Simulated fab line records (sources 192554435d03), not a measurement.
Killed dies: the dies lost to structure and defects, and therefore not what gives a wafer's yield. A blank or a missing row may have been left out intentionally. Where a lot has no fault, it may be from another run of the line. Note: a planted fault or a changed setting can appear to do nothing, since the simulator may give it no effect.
The tool behind it: which one?    flow n5_finfet    23 lots with 69 wafers sampled at 5 steps, on a route of 1938 steps

WHAT THE GAUGES READ, wafer by wafer
N5_BEOL_M5_CD_MEAS_35: target cd 28 nm, target cd y 24 nm.
lot   measured      on         cd_nm (nm)
L074  day 8 03:29   cd_sem-01  27.9 28.6 28.2
L075  day 8 13:43   cd_sem-02  28.4 27.9 28.4
L077  day 8 21:01   cd_sem-03  28.3 28.2 28.5
L078  day 9 05:22   cd_sem-01  28.1 28.5 28.4
L079  day 9 14:58   cd_sem-03  27.6 28.5 28.1
L081  day 10 03:43  cd_sem-02  28.1 28.1 28.5
L080  day 10 03:40  cd_sem-02  28.0 28.4 28.1
L082  day 10 09:21  cd_sem-03  28.3 27.9 27.7
L083  day 10 09:07  cd_sem-03  28.4 29.0 28.7
L084  day 11 03:01  cd_sem-02  28.5 28.1 28.5
L085  day 11 08:39  cd_sem-01  28.1 29.0 28.5
L086  day 11 09:08  cd_sem-01  28.5 28.5 28.3
L087  day 11 13:17  cd_sem-01  28.3 28.1 28.9
L088  day 11 16:35  cd_sem-02  27.9 28.3 28.7
L089  day 12 07:01  cd_sem-03  28.0 29.0 28.7
L090  day 12 12:30  cd_sem-03  27.9 28.7 28.8
L091  day 12 17:29  cd_sem-03  27.6 28.1 27.7
L093  day 12 18:07  cd_sem-02  28.7 28.5 28.2
L092  day 12 20:50  cd_sem-01  28.2 28.8 28.1
L094  day 14 00:08  cd_sem-01  27.6 27.9 27.5
L095  day 14 12:35  cd_sem-01  28.0 28.0 27.9
L096  day 14 06:02  cd_sem-03  28.0 28.2 27.8
L097  day 15 05:29  cd_sem-02  28.5 27.8 27.9

EACH LOT AND THE TOOL THAT RAN IT (in order: tool; ch and the chambers of the sampled wafers; start)
lot   N5_BEOL_M5_ETCH_61                  N5_BEOL_M5_HM_OPEN_17              N5_BEOL_M5_STRIP_36                 N5_BEOL_M5_ETCH_41
L074  rie_diel-06 ch 1,2,3, day 8 00:32   rie_metal-02 ch 0,1, day 8 00:46   rie_diel-02 ch 1,2,3, day 8 03:08   rie_diel-02 ch 1,2,3, day 8 03:29 or earlier
L075  rie_diel-06 ch 2,3, day 8 11:34     rie_metal-03 ch 0,1, day 8 11:46   rie_diel-02 ch 1,2, day 8 13:22     rie_diel-02 ch 1,2, day 8 13:43 or earlier
L077  rie_diel-02 ch 0,2,3, day 8 17:17   rie_metal-01 ch 0,1, day 8 17:29   rie_diel-01 ch 0,1, day 8 20:40     rie_diel-01 ch 0,1, day 8 21:01 or earlier
L078  rie_diel-02 ch 0,2,3, day 9 01:41   rie_metal-03 ch 0,1, day 9 01:53   rie_diel-06 ch 1,3, day 9 05:01     rie_diel-06 ch 1,3, day 9 05:22 or earlier
L079  rie_diel-01 ch 0,2,3, day 9 12:21   rie_metal-01 ch 0, day 9 12:37     rie_diel-06 ch 0,2, day 9 14:36     rie_diel-06 ch 0,2, day 9 14:58 or earlier
L081  rie_diel-06 ch 0,2,3, day 10 00:30  rie_metal-02 ch 0, day 10 00:42    rie_diel-02 ch 0,1,3, day 10 03:22  rie_diel-02 ch 0,1,3, day 10 03:43 or earlier
L080  rie_diel-01 ch 0,2, day 10 00:34    rie_metal-01 ch 1, day 10 00:45    rie_diel-01 ch 0,1, day 10 03:20    rie_diel-01 ch 0,1, day 10 03:40 or earlier
L082  rie_diel-06 ch 0,2,3, day 10 06:01  rie_metal-01 ch 0,1, day 10 06:12  rie_diel-06 ch 0,2,3, day 10 09:00  rie_diel-06 ch 0,2,3, day 10 09:21 or earlier
L083  rie_diel-01 ch 2,3, day 10 06:46    rie_metal-01 ch 0,1, day 10 06:58  rie_diel-02 ch 0,1, day 10 08:46    rie_diel-02 ch 0,1, day 10 09:07 or earlier
L084  rie_diel-01 ch 1,3, day 11 00:29    rie_metal-01 ch 1, day 11 00:41    rie_diel-06 ch 0,2,3, day 11 02:40  rie_diel-06 ch 0,2,3, day 11 03:01 or earlier
L085  rie_diel-01 ch 1,3, day 11 07:08    rie_metal-02 ch 0,1, day 11 07:22  rie_diel-02 ch 1,3, day 11 08:18    rie_diel-02 ch 1,3, day 11 08:39 or earlier
L086  rie_diel-06 ch 1,2,3, day 11 07:18  rie_metal-01 ch 0,1, day 11 07:30  rie_diel-06 ch 1,2, day 11 08:47    rie_diel-06 ch 1,2, day 11 09:08 or earlier
L087  rie_diel-06 ch 1,2,3, day 11 09:56  rie_metal-01 ch 0,1, day 11 10:08  rie_diel-06 ch 2,3, day 11 12:56    rie_diel-06 ch 2,3, day 11 13:17 or earlier
L088  rie_diel-01 ch 1,3, day 11 15:11    rie_metal-01 ch 0,1, day 11 15:25  rie_diel-02 ch 1,2, day 11 16:14    rie_diel-02 ch 1,2, day 11 16:35 or earlier
L089  rie_diel-01 ch 0,1,3, day 12 05:23  rie_metal-03 ch 1, day 12 05:38    rie_diel-01 ch 2,3, day 12 06:40    rie_diel-01 ch 2,3, day 12 07:01 or earlier
L090  rie_diel-01 ch 0,1, day 12 09:57    rie_metal-01 ch 1, day 12 10:09    rie_diel-06 ch 1,2,3, day 12 12:10  rie_diel-06 ch 1,2,3, day 12 12:30 or earlier
L091  rie_diel-01 ch 0,1, day 12 13:36    rie_metal-03 ch 1, day 12 13:48    rie_diel-01 ch 2,3, day 12 17:08    rie_diel-01 ch 2,3, day 12 17:29 or earlier
L093  rie_diel-06 ch 1,2,3, day 12 14:09  rie_metal-02 ch 0,1, day 12 14:20  rie_diel-06 ch 0,1,3, day 12 17:46  rie_diel-06 ch 0,1,3, day 12 18:07 or earlier
L092  rie_diel-02 ch 0,1, day 12 17:43    rie_metal-03 ch 0,1, day 12 17:55  rie_diel-06 ch 0,1,2, day 12 20:30  rie_diel-06 ch 0,1,2, day 12 20:50 or earlier
L094  rie_diel-02 ch 0,3, day 13 21:22    rie_metal-03 ch 0,1, day 13 21:34  rie_diel-01 ch 0,3, day 13 23:47    rie_diel-01 ch 0,3, day 14 00:08 or earlier
L095  rie_diel-02 ch 0,3, day 14 00:40    rie_metal-02 ch 0, day 14 00:52    rie_diel-01 ch 0,1,3, day 14 12:14  rie_diel-01 ch 0,1,3, day 14 12:35 or earlier
L096  rie_diel-06 ch 0,2,3, day 14 03:47  rie_metal-03 ch 0,1, day 14 03:58  rie_diel-06 ch 0,1,2, day 14 05:41  rie_diel-06 ch 0,1,2, day 14 06:02 or earlier
L097  rie_diel-02 ch 0,3, day 15 01:36    rie_metal-02 ch 0,1, day 15 01:47  rie_diel-02 ch 0,1,2, day 15 05:08  rie_diel-02 ch 0,1,2, day 15 05:29 or earlier
- N5_BEOL_M5_ETCH_61: etches SiARC in CF4, target depth 15.6 nm, time 26 s.
- N5_BEOL_M5_HM_OPEN_17: chemistry Cl2/BCl3, target TiN, target depth 20 nm, overetch 6 nm.
- N5_BEOL_M5_STRIP_36: strips in N2/H2.
- N5_BEOL_M5_ETCH_41: etches SiCN in CH3F/O2, target depth 31.5 nm, time 56.7 s.

AS READ BY THE TOOLS THEMSELVES (means over the sampled wafers that have a number; for cases with no such wafer, the mark the record gives instead)
N5_BEOL_M5_ETCH_61.
lot   tool         drypump_motor_current_A (A)  etch_rf_on_time_s (s)  oes_product_au (a.u.)  rf_vpp_V (V)  showerhead_plenum_p_Torr (Torr)  throttle_valve_pct (%)
L074  rie_diel-06  5.4                          25.4                   0.66                   184.8         2.17                             15.60
L075  rie_diel-06  5.3                          25.4                   0.66                   185.3         2.20                             15.69
L077  rie_diel-02  6.0                          26.3                   0.59                   183.3         2.11                             15.86
L078  rie_diel-02  6.0                          26.5                   0.59                   183.9         2.11                             15.86
L079  rie_diel-01  5.6                          25.7                   0.68                   185.3         2.18                             15.62
L081  rie_diel-06  5.5                          25.3                   0.72                   184.1         2.16                             15.52
L080  rie_diel-01  5.5                          25.5                   0.64                   183.4         2.14                             15.60
L082  rie_diel-06  5.5                          25.3                   0.72                   184.5         2.16                             15.53
L083  rie_diel-01  5.8                          26.1                   0.67                   184.8         2.20                             15.51
L084  rie_diel-01  6.1                          26.4                   0.70                   185.8         2.19                             15.53
L085  rie_diel-01  6.1                          26.4                   0.70                   184.9         2.19                             15.53
L086  rie_diel-06  5.4                          25.7                   0.71                   184.0         2.16                             15.49
L087  rie_diel-06  5.4                          25.4                   0.72                   184.8         2.16                             15.48
L088  rie_diel-01  6.1                          26.3                   0.70                   184.3         2.19                             15.53
L089  rie_diel-01  5.9                          25.9                   0.69                   184.2         2.17                             15.64
L090  rie_diel-01  5.7                          25.8                   0.68                   184.0         2.14                             15.77
L091  rie_diel-01  6.1                          26.6                   0.69                   183.7         2.12                             15.62
L093  rie_diel-06  5.4                          25.6                   0.71                   184.3         2.16                             15.51
L092  rie_diel-02  5.6                          25.3                   0.75                   184.9         2.19                             15.61
L094  rie_diel-02  6.1                          25.9                   0.79                   185.0         2.21                             15.59
L095  rie_diel-02  6.1                          25.9                   0.79                   184.7         2.21                             15.59
L096  rie_diel-06  5.5                          25.5                   0.68                   184.9         2.15                             15.58
L097  rie_diel-02  6.1                          25.9                   0.77                   185.6         2.21                             15.61

N5_BEOL_M5_HM_OPEN_17.
lot   tool          drypump_motor_current_A (A)  he_backside_leak_sccm (sccm)  oes_product_au (a.u.)  throttle_valve_pct (%)
L074  rie_metal-02  6.0                          3.4                           0.70                   21.9
L075  rie_metal-03  5.5                          3.3                           0.72                   22.5
L077  rie_metal-01  5.0                          3.2                           0.59                   21.9
L078  rie_metal-03  5.4                          3.3                           0.69                   22.4
L079  rie_metal-01  5.0                          3.1                           0.65                   21.6
L081  rie_metal-02  6.0                          3.3                           0.78                   21.6
L080  rie_metal-01  5.1                          3.3                           0.83                   22.3
L082  rie_metal-01  5.0                          3.2                           0.70                   21.9
L083  rie_metal-01  5.0                          3.0                           0.70                   21.9
L084  rie_metal-01  5.1                          3.3                           0.80                   22.3
L085  rie_metal-02  6.0                          3.4                           0.77                   21.8
L086  rie_metal-01  5.1                          3.1                           0.74                   22.1
L087  rie_metal-01  5.0                          3.2                           0.68                   21.9
L088  rie_metal-01  5.1                          3.1                           0.69                   21.8
L089  rie_metal-03  5.3                          3.2                           0.62                   22.3
L090  rie_metal-01  5.1                          3.0                           0.78                   22.3
L091  rie_metal-03  5.3                          3.3                           0.62                   22.3
L093  rie_metal-02  6.0                          3.2                           0.76                   21.8
L092  rie_metal-03  5.5                          3.4                           0.69                   22.5
L094  rie_metal-03  5.4                          3.3                           0.65                   22.4
L095  rie_metal-02  6.0                          3.2                           0.72                   21.7
L096  rie_metal-03  5.5                          3.3                           0.69                   22.5
L097  rie_metal-02  6.1                          3.4                           0.75                   22.1

N5_BEOL_M5_STRIP_36.
lot   tool         drypump_motor_current_A (A)  oes_product_au (a.u.)  rf_vpp_V (V)  showerhead_plenum_p_Torr (Torr)  throttle_valve_pct (%)
L074  rie_diel-02  5.8                          0.72                   59.8          2.52                             23.60
L075  rie_diel-02  5.4                          0.75                   58.5          2.51                             23.55
L077  rie_diel-01  5.8                          0.83                   59.4          2.53                             23.54
L078  rie_diel-06  5.5                          0.73                   60.2          2.53                             23.50
L079  rie_diel-06  5.7                          0.89                   58.7          2.53                             23.83
L081  rie_diel-02  5.8                          0.69                   58.1          2.43                             23.61
L080  rie_diel-01  6.1                          0.84                   59.8          2.49                             23.51
L082  rie_diel-06  5.5                          0.83                   60.0          2.56                             23.70
L083  rie_diel-02  5.4                          0.72                   58.0          2.41                             23.55
L084  rie_diel-06  5.5                          0.83                   60.6          2.55                             23.69
L085  rie_diel-02  5.6                          0.71                   56.9          2.45                             23.49
L086  rie_diel-06  5.4                          0.87                   60.3          2.55                             23.56
L087  rie_diel-06  5.3                          0.75                   58.9          2.60                             23.78
L088  rie_diel-02  5.6                          0.72                   58.7          2.56                             23.74
L089  rie_diel-01  5.7                          0.73                   57.2          2.56                             23.66
L090  rie_diel-06  5.4                          0.82                   59.4          2.56                             23.57
L091  rie_diel-01  5.7                          0.73                   58.6          2.56                             23.66
L093  rie_diel-06  5.6                          0.90                   58.4          2.51                             23.49
L092  rie_diel-06  5.5                          0.85                   58.1          2.53                             23.70
L094  rie_diel-01  5.7                          0.77                   59.0          2.59                             23.49
L095  rie_diel-01  5.9                          0.79                   59.0          2.54                             23.55
L096  rie_diel-06  5.5                          0.82                   57.5          2.53                             23.74
L097  rie_diel-02  5.6                          0.76                   58.9          2.57                             23.72

N5_BEOL_M5_ETCH_41.
lot   tool         drypump_motor_current_A (A)  oes_product_au (a.u.)  rf_vpp_V (V)  showerhead_plenum_p_Torr (Torr)  throttle_valve_pct (%)
L074  rie_diel-02  5.8                          0.72                   296.8         1.98                             16.26
L075  rie_diel-02  5.4                          0.75                   295.8         1.96                             16.16
L077  rie_diel-01  5.7                          0.83                   297.2         2.00                             16.42
L078  rie_diel-06  5.5                          0.74                   297.1         1.99                             16.26
L079  rie_diel-06  5.7                          0.88                   297.3         2.00                             16.23
L081  rie_diel-02  5.8                          0.69                   295.8         1.93                             16.47
L080  rie_diel-01  6.1                          0.84                   296.5         1.98                             16.31
L082  rie_diel-06  5.5                          0.84                   298.3         2.02                             16.25
L083  rie_diel-02  5.4                          0.72                   294.9         1.91                             16.36
L084  rie_diel-06  5.5                          0.83                   297.1         2.02                             16.26
L085  rie_diel-02  5.6                          0.70                   296.3         1.93                             16.21
L086  rie_diel-06  5.4                          0.87                   297.4         2.00                             16.16
L087  rie_diel-06  5.3                          0.75                   298.6         2.06                             16.48
L088  rie_diel-02  5.6                          0.71                   297.4         2.00                             16.32
L089  rie_diel-01  5.7                          0.73                   298.2         2.02                             16.21
L090  rie_diel-06  5.4                          0.83                   298.7         2.02                             16.24
L091  rie_diel-01  5.7                          0.73                   298.0         2.02                             16.22
L093  rie_diel-06  5.6                          0.90                   297.4         1.98                             16.03
L092  rie_diel-06  5.5                          0.85                   297.4         2.00                             16.24
L094  rie_diel-01  5.7                          0.77                   298.3         2.06                             16.40
L095  rie_diel-01  5.9                          0.79                   297.2         2.01                             16.39
L096  rie_diel-06  5.5                          0.82                   296.5         1.99                             16.25
L097  rie_diel-02  5.6                          0.77                   298.1         2.02                             16.41

THE ANSWER, worked out from the rows above alone
Rule: usual is defined by the lots themselves. Put in order of their means at a reading, lots are off if they are a third of the lots or fewer, leave a main group of 4 or more, and stand apart from it by a gap of 3 or more times the standard deviation of the main group's means; of several such gaps the widest counts. A main group whose means are all the same, to the digits that the tables above print for the reading, isn't used. Also off: a lot with no number at a reading for which 4 or more lots have one. Where the step has rows for the other lots, those lots are counted as sound. Order of review: gauges by route order, followed by the tools' own readings, for which a lot's mean as printed above is used. The first step at which some lot is off is used, and at that step the reading that is off furthest; a lot without a number counts as furthest.
No lot is off at any reading shown: from this, nothing can be told.

WHAT THE SIMULATOR HAD PUT IN
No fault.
